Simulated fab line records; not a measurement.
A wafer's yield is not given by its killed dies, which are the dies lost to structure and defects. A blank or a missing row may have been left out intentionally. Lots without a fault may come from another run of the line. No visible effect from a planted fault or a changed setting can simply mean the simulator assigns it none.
Which tool is to blame? / flow nand harc / 33 wafers from 11 lots sampled at 6 of the route's 1302 steps

## WHAT THE GAUGES READ, wafer by wafer
NHARC_A_BLC_CD_MEAS_10: the cd target is 100 nm. Usual: 100.2 nm for cd nm, sd 0.56.
lot=L284; measured=day 23 10:17; on=cd sem-01; cd nm (nm)=100.6 99.5 100.7; flag=
lot=L286; measured=day 24 06:42; on=cd sem-01; cd nm (nm)=100.7 100.6 99.9; flag=
lot=L285; measured=day 24 08:40; on=cd sem-01; cd nm (nm)=99.9 100.1 100.5; flag=
lot=L287; measured=day 24 22:29; on=cd sem-03; cd nm (nm)=100.5 100.4 100.0; flag=
lot=L291; measured=day 26 12:02; on=cd sem-02; cd nm (nm)=99.4 99.9 100.3; flag=
lot=L293; measured=day 27 22:07; on=cd sem-02; cd nm (nm)=100.2 99.8 100.5; flag=
lot=L300; measured=day 30 05:23; on=cd sem-03; cd nm (nm)=99.7 101.0 100.3; flag=
lot=L301; measured=day 30 16:31; on=cd sem-02; cd nm (nm)=101.4 113.3 100.3; flag=OFF
lot=L302; measured=day 31 14:46; on=cd sem-03; cd nm (nm)=99.7 100.7 100.0; flag=
lot=L303; measured=day 31 21:40; on=cd sem-02; cd nm (nm)=100.3 114.3 100.0; flag=OFF
lot=L304; measured=day 32 07:38; on=cd sem-01; cd nm (nm)=113.3 99.9 102.0; flag=OFF

NHARC_END_SORT_01. Usual: killed at array 55, standard deviation 20; killed at other 0.7, standard deviation 0.96; killed at periphery 4.1, standard deviation 2.4; killed dies 60, standard deviation 20; killed open 3.3, standard deviation 1.9; killed short 2.8, standard deviation 1.6.
lot=L301; measured=day 32 19:22; on=prober-01; killed at array=52; killed at other=2; killed at periphery=3; killed dies=57; killed open=1; killed short=2; flag=
lot=L303; measured=day 33 16:19; on=prober-01; killed at array=108; killed at other=0; killed at periphery=3; killed dies=111; killed open=3; killed short=2; flag=
lot=L304; measured=day 34 07:01; on=prober-01; killed at array=98; killed at other=1; killed at periphery=2; killed dies=101; killed open=2; killed short=9; flag=OFF

## WHAT TOOL EACH LOT RAN ON (gives the tool, then ch and the chambers of the sampled wafers, and finally the start)
lot=L284; NHARC_A_CONTACT_ETCH_91=rie diel-11 ch 0,1, day 22 23:19; NHARC_A_CONTACT_ETCH_138=har cap etch-03 ch 0, day 23 06:20; NHARC_A_BLC_PEB_08=litho track-06 ch 0, day 23 10:12; NHARC_A_BLC_STRIP_21=rie diel-06 ch 1,2, day 23 11:38
lot=L286; NHARC_A_CONTACT_ETCH_91=rie diel-04 ch 2,3, day 23 15:55; NHARC_A_CONTACT_ETCH_138=har cap etch-02 ch 0,1, day 24 02:43; NHARC_A_BLC_PEB_08=litho track-06 ch 0, day 24 06:38; NHARC_A_BLC_STRIP_21=rie diel-07 ch 0,1,3, day 24 08:02
lot=L285; NHARC_A_CONTACT_ETCH_91=rie diel-13 ch 1,3, day 23 16:22; NHARC_A_CONTACT_ETCH_138=har cap etch-03 ch 0,1, day 24 04:20; NHARC_A_BLC_PEB_08=litho track-06 ch 0, day 24 08:35; NHARC_A_BLC_STRIP_21=rie diel-07 ch 1,3, day 24 10:00
lot=L287; NHARC_A_CONTACT_ETCH_91=rie diel-13 ch 0,1,3, day 24 12:18; NHARC_A_CONTACT_ETCH_138=har cap etch-01 ch 0,1, day 24 18:23; NHARC_A_BLC_PEB_08=litho track-01 ch 0, day 24 22:25; NHARC_A_BLC_STRIP_21=rie diel-07 ch 0,2,3, day 24 23:50
lot=L291; NHARC_A_CONTACT_ETCH_91=rie diel-11 ch 1,2,3, day 26 02:13; NHARC_A_CONTACT_ETCH_138=har cap etch-02 ch 0,1, day 26 08:07; NHARC_A_BLC_PEB_08=litho track-01 ch 0, day 26 11:57; NHARC_A_BLC_STRIP_21=rie diel-07 ch 0,1,3, day 26 13:24
lot=L293; NHARC_A_CONTACT_ETCH_91=rie diel-04 ch 1,2, day 27 10:22; NHARC_A_CONTACT_ETCH_138=har cap etch-02 ch 0,1, day 27 18:11; NHARC_A_BLC_PEB_08=litho track-06 ch 0, day 27 22:02; NHARC_A_BLC_STRIP_21=rie diel-06 ch 0,2,3, day 27 23:27
lot=L300; NHARC_A_CONTACT_ETCH_91=rie diel-13 ch 1,3, day 29 14:33; NHARC_A_CONTACT_ETCH_138=har cap etch-01 ch 0,1, day 30 00:38; NHARC_A_BLC_PEB_08=litho track-06 ch 0, day 30 05:18; NHARC_A_BLC_STRIP_21=rie diel-07 ch 1,3, day 30 06:44
lot=L301; NHARC_A_CONTACT_ETCH_91=rie diel-11 ch 0,1,2, day 30 03:58; NHARC_A_CONTACT_ETCH_138=har cap etch-02 ch 0,1, day 30 12:23; NHARC_A_BLC_PEB_08=litho track-06 ch 0, day 30 16:27; NHARC_A_BLC_STRIP_21=rie diel-06 ch 0,2,3, day 30 17:56
lot=L302; NHARC_A_CONTACT_ETCH_91=rie diel-11 ch 0,3, day 31 00:21; NHARC_A_CONTACT_ETCH_138=har cap etch-02 ch 0,1, day 31 10:44; NHARC_A_BLC_PEB_08=litho track-01 ch 0, day 31 14:41; NHARC_A_BLC_STRIP_21=rie diel-07 ch 0,1,2, day 31 16:06
lot=L303; NHARC_A_CONTACT_ETCH_91=rie diel-13 ch 1,2,3, day 31 10:55; NHARC_A_CONTACT_ETCH_138=har cap etch-01 ch 0,1, day 31 17:20; NHARC_A_BLC_PEB_08=litho track-06 ch 0, day 31 21:35; NHARC_A_BLC_STRIP_21=rie diel-06 ch 1,2,3, day 31 23:00
lot=L304; NHARC_A_CONTACT_ETCH_91=rie diel-04 ch 0,1,2, day 31 18:05; NHARC_A_CONTACT_ETCH_138=har cap etch-01 ch 0,1, day 32 03:39; NHARC_A_BLC_PEB_08=litho track-06 ch 0, day 32 07:34; NHARC_A_BLC_STRIP_21=rie diel-07 ch 0,1,2, day 32 08:59
- NHARC_A_CONTACT_ETCH_91: etches the open film in CH3F/O2, target depth 40 nm, time 85.7 s.
- NHARC_A_CONTACT_ETCH_138: etches the open film in C4F8/O2/Ar, time 311 s, target depth 1914 nm.
- NHARC_A_BLC_PEB_08: peb time 65 s.
- NHARC_A_BLC_STRIP_21: strips in O2.

## AS READ BY THE TOOLS THEMSELVES (means over the sampled wafers that have a number; for cases with no such wafer, the mark the record gives instead)
NHARC_A_CONTACT_ETCH_91. Usual: bias w 100.0 W (standard deviation 0.31); drypump motor current A 5.7 A (standard deviation 0.49); oes product au 0.95 a.u. (standard deviation 0.034); rf fwd power W 496.0 W (standard deviation 1.9); rf vpp V 243.9 V (standard deviation 1.6); showerhead plenum p Torr 2.43 Torr (standard deviation 0.097); throttle valve pct 20.663 % (standard deviation 0.0084).
lot=L284; tool=rie diel-11; bias w (W)=99.6; drypump motor current A (A)=6.2; oes product au (a.u.)=0.92; rf fwd power W (W)=497.0; rf vpp V (V)=244.9; showerhead plenum p Torr (Torr)=2.48; throttle valve pct (%)=20.663; flag=
lot=L286; tool=rie diel-04; bias w (W)=100.2; drypump motor current A (A)=5.7; oes product au (a.u.)=1.00; rf fwd power W (W)=493.9; rf vpp V (V)=243.7; showerhead plenum p Torr (Torr)=2.43; throttle valve pct (%)=20.654; flag=
lot=L285; tool=rie diel-13; bias w (W)=100.4; drypump motor current A (A)=4.9; oes product au (a.u.)=0.92; rf fwd power W (W)=497.0; rf vpp V (V)=244.7; showerhead plenum p Torr (Torr)=2.46; throttle valve pct (%)=20.663; flag=
lot=L287; tool=rie diel-13; bias w (W)=99.8; drypump motor current A (A)=5.5; oes product au (a.u.)=0.99; rf fwd power W (W)=496.4; rf vpp V (V)=244.4; showerhead plenum p Torr (Torr)=2.46; throttle valve pct (%)=20.654; flag=
lot=L291; tool=rie diel-11; bias w (W)=99.9; drypump motor current A (A)=5.9; oes product au (a.u.)=1.00; rf fwd power W (W)=497.2; rf vpp V (V)=243.8; showerhead plenum p Torr (Torr)=2.46; throttle valve pct (%)=20.661; flag=
lot=L293; tool=rie diel-04; bias w (W)=100.0; drypump motor current A (A)=5.4; oes product au (a.u.)=0.99; rf fwd power W (W)=494.0; rf vpp V (V)=242.8; showerhead plenum p Torr (Torr)=2.35; throttle valve pct (%)=20.662; flag=
lot=L300; tool=rie diel-13; bias w (W)=100.1; drypump motor current A (A)=5.0; oes product au (a.u.)=0.92; rf fwd power W (W)=495.3; rf vpp V (V)=245.0; showerhead plenum p Torr (Torr)=2.44; throttle valve pct (%)=20.665; flag=
lot=L301; tool=rie diel-11; bias w (W)=100.0; drypump motor current A (A)=5.8; oes product au (a.u.)=0.93; rf fwd power W (W)=495.9; rf vpp V (V)=244.5; showerhead plenum p Torr (Torr)=2.44; throttle valve pct (%)=20.667; flag=
lot=L302; tool=rie diel-11; bias w (W)=100.0; drypump motor current A (A)=6.1; oes product au (a.u.)=0.92; rf fwd power W (W)=500.3; rf vpp V (V)=246.2; showerhead plenum p Torr (Torr)=2.59; throttle valve pct (%)=20.661; flag=
lot=L303; tool=rie diel-13; bias w (W)=100.0; drypump motor current A (A)=5.2; oes product au (a.u.)=0.92; rf fwd power W (W)=496.1; rf vpp V (V)=243.8; showerhead plenum p Torr (Torr)=2.43; throttle valve pct (%)=20.658; flag=
lot=L304; tool=rie diel-04; bias w (W)=99.8; drypump motor current A (A)=5.5; oes product au (a.u.)=1.00; rf fwd power W (W)=494.3; rf vpp V (V)=243.3; showerhead plenum p Torr (Torr)=2.37; throttle valve pct (%)=20.657; flag=

NHARC_A_BLC_PEB_08. Usual: 23.04 C for resist line temp C, sd 0.11.
lot=L284; tool=litho track-06; resist line temp C (C)=22.99; flag=
lot=L286; tool=litho track-06; resist line temp C (C)=23.07; flag=
lot=L285; tool=litho track-06; resist line temp C (C)=23.02; flag=
lot=L287; tool=litho track-01; resist line temp C (C)=23.21; flag=
lot=L291; tool=litho track-01; resist line temp C (C)=23.12; flag=
lot=L293; tool=litho track-06; resist line temp C (C)=23.14; flag=
lot=L300; tool=litho track-06; resist line temp C (C)=23.18; flag=
lot=L301; tool=litho track-06; resist line temp C (C)=23.00; flag=
lot=L302; tool=litho track-01; resist line temp C (C)=23.18; flag=
lot=L303; tool=litho track-06; resist line temp C (C)=23.02; flag=
lot=L304; tool=litho track-06; resist line temp C (C)=23.19; flag=

NHARC_A_BLC_STRIP_21. Usual: drypump motor current A 5.7 A, standard deviation 0.46; oes product au 0.994 a.u., standard deviation 0.011; rf vpp V 57.8 V, standard deviation 0.82; showerhead plenum p Torr 3.54 Torr, standard deviation 0.16; throttle valve pct 17.036 %, standard deviation 0.0095.
lot=L284; tool=rie diel-06; drypump motor current A (A)=5.5; oes product au (a.u.)=0.991; rf vpp V (V)=57.7; showerhead plenum p Torr (Torr)=3.50; throttle valve pct (%)=17.034; flag=
lot=L286; tool=rie diel-07; drypump motor current A (A)=5.7; oes product au (a.u.)=1.007; rf vpp V (V)=57.4; showerhead plenum p Torr (Torr)=3.45; throttle valve pct (%)=17.031; flag=
lot=L285; tool=rie diel-07; drypump motor current A (A)=6.0; oes product au (a.u.)=1.002; rf vpp V (V)=58.9; showerhead plenum p Torr (Torr)=3.53; throttle valve pct (%)=17.029; flag=
lot=L287; tool=rie diel-07; drypump motor current A (A)=5.7; oes product au (a.u.)=0.995; rf vpp V (V)=57.9; showerhead plenum p Torr (Torr)=3.41; throttle valve pct (%)=17.040; flag=
lot=L291; tool=rie diel-07; drypump motor current A (A)=5.7; oes product au (a.u.)=1.003; rf vpp V (V)=57.2; showerhead plenum p Torr (Torr)=3.44; throttle valve pct (%)=17.037; flag=
lot=L293; tool=rie diel-06; drypump motor current A (A)=5.8; oes product au (a.u.)=0.987; rf vpp V (V)=58.5; showerhead plenum p Torr (Torr)=3.70; throttle valve pct (%)=17.032; flag=
lot=L300; tool=rie diel-07; drypump motor current A (A)=5.6; oes product au (a.u.)=1.006; rf vpp V (V)=56.6; showerhead plenum p Torr (Torr)=3.48; throttle valve pct (%)=17.043; flag=
lot=L301; tool=rie diel-06; drypump motor current A (A)=5.8; oes product au (a.u.)=0.985; rf vpp V (V)=58.3; showerhead plenum p Torr (Torr)=3.69; throttle valve pct (%)=17.038; flag=
lot=L302; tool=rie diel-07; drypump motor current A (A)=6.1; oes product au (a.u.)=1.008; rf vpp V (V)=57.5; showerhead plenum p Torr (Torr)=3.44; throttle valve pct (%)=17.046; flag=
lot=L303; tool=rie diel-06; drypump motor current A (A)=5.5; oes product au (a.u.)=0.982; rf vpp V (V)=57.6; showerhead plenum p Torr (Torr)=3.56; throttle valve pct (%)=17.030; flag=
lot=L304; tool=rie diel-07; drypump motor current A (A)=6.1; oes product au (a.u.)=1.000; rf vpp V (V)=57.3; showerhead plenum p Torr (Torr)=3.44; throttle valve pct (%)=17.041; flag=

## THE ANSWER, worked out from the rows above alone
Rule: lot off if the mean of its wafers having a number is beyond 3 standard deviations from the usual mean. A lot without any number at a reading at which 4 lots or more have one is off too. The other lots that the step has rows for count as sound. First the gauges in route order, then the tools' own readings, where a lot's mean is used as printed above. The first step at which some lot is off is used, and at that step the reading that is off furthest; a lot without a number counts as furthest.
Off: L301, L303, L304 (NHARC_A_BLC_CD_MEAS_10, cd nm).
A tool fits if, at a process step before that reading, it ran every lot that is off, and no sound lot after the first of them. Those tools and the gauges at NHARC_A_BLC_CD_MEAS_10 are tried in the same way. One fits: litho track-06 at NHARC_A_BLC_PEB_08. A fault onset in the window from L300 (day 30 05:18, its last sound lot) to L301 (day 30 16:27, its first lot off) fits.

## WHAT THE SIMULATOR PUT IN
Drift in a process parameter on litho track-06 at NHARC_A_BLC_PEB_08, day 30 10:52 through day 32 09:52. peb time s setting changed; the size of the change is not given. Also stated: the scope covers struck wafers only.
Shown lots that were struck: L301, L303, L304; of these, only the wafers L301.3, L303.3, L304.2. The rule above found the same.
